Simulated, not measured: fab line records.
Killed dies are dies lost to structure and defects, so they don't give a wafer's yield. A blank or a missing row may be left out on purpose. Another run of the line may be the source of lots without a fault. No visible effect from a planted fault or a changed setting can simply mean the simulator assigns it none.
A struck lot beside a sound one -- flow nandHarc -- 15 steps out of a route of 1302
Sound: the wafers L693.1, L693.3, L693.6. The struck wafers were L684.4, L684.5, L684.6. The cause is given at the end.
At each step with rows: each side's tool, then ch and its chambers, then its first start. Under that, the readings that differ: sound wafers -- struck wafers -- difference of the means -- sigmas: that difference in standard deviations of wafers without a fault.
alike: same words and numbers on both sides, and readings whose means sit less than 2 such deviations apart. not compared: any withheld reading, any reading some wafer has no value for, any bound like >300 that may hide the same value, and any number with overlapping values for which the record gives no deviation.
A row with sigmas, a row that says differs or no value, or rows on one side alone: a step with any of these is where the two part. Non-overlapping numbers with no deviation appear without sigmas and do not part them. Lack of a reading on every wafer of one side parts them only where that side has two or more wafers.

first, 4 steps without rows for these wafers: NHARC_A_ZERO_WELL_STRIP_14 (strips in SPM, time 900 s); NHARC_A_ZERO_WELL_IMPLANT_15; NHARC_A_ZERO_WELL_PRECLEAN_22 (cleans in SC1, time 60 s); NHARC_A_ZERO_WELL_SRD_23.
NHARC_A_ZERO_WELL_RTA_16: time 10 s.
  sound on rtpAnneal-02 ch 0, day 15 01:56; struck on rtpAnneal-02 ch 0, day 11 05:52
  alike: lampPowerPct, lamp_zone_7_pct, wafer_temp_C_max
NHARC_A_ZERO_WELL_INSPECT_17:
  sound: defectInspect-01 at day 15 02:08; struck: defectInspect-01 at day 11 05:59
reading,sound,struck,difference,sigmas
rawDefectCount,5 7 1,19 15 13,+11,+2
then, 3 steps without rows for these wafers: NHARC_A_SOURCE_PLATE_PRECLEAN_00 (cleans in HF-LAST, time 60 s); NHARC_A_SOURCE_PLATE_SRD_01; NHARC_A_SOURCE_PLATE_OXIDE_02 (material SiO2, target thk 10 nm, ox time 1362 s).
NHARC_A_SOURCE_PLATE_THK_MEAS_09: measures by ellipsometry.
  sound: filmMetro-01 at day 15 10:28; struck: filmMetro-01 at day 11 12:48
  alike: thkNm
then, 1 step without rows for these wafers: NHARC_A_SOURCE_PLATE_PVD_04 (deposits WSi2, target thk 50 nm).
NHARC_A_SOURCE_PLATE_CVD_03: deposits poly-Si, target thk 200 nm, time 4000 s.
  struck on lpcvdPoly-01, day 11 15:23; sound on lpcvdPoly-01 ch 0, day 15 13:03
  no value came back on the struck wafers for pressureMtorr (mTorr), runLengthS (s); on the sound wafers pressureMtorr (mTorr) reads 199.1 200.1 200.1
then, 1 step without rows for these wafers: NHARC_A_SOURCE_PLATE_ANNEAL_05 (time 1800 s).
NHARC_A_SOURCE_PLATE_THK_MEAS_06: measures by ellipsometry.
  sound: filmMetro-01 at day 15 23:26; struck: filmMetro-01 at day 12 01:36
reading,sound,struck,difference,sigmas
thkNm (nm),201.8 198.3 200.3,51.4 50.1 50.6,-149.4,-79
after that, 1 step had no rows for these wafers: NHARC_END_SORT_01.

## WHERE THEY PART
First at NHARC_A_ZERO_WELL_INSPECT_17; last, within this record, at NHARC_A_SOURCE_PLATE_THK_MEAS_06.

WHY: what had been put in by the simulator
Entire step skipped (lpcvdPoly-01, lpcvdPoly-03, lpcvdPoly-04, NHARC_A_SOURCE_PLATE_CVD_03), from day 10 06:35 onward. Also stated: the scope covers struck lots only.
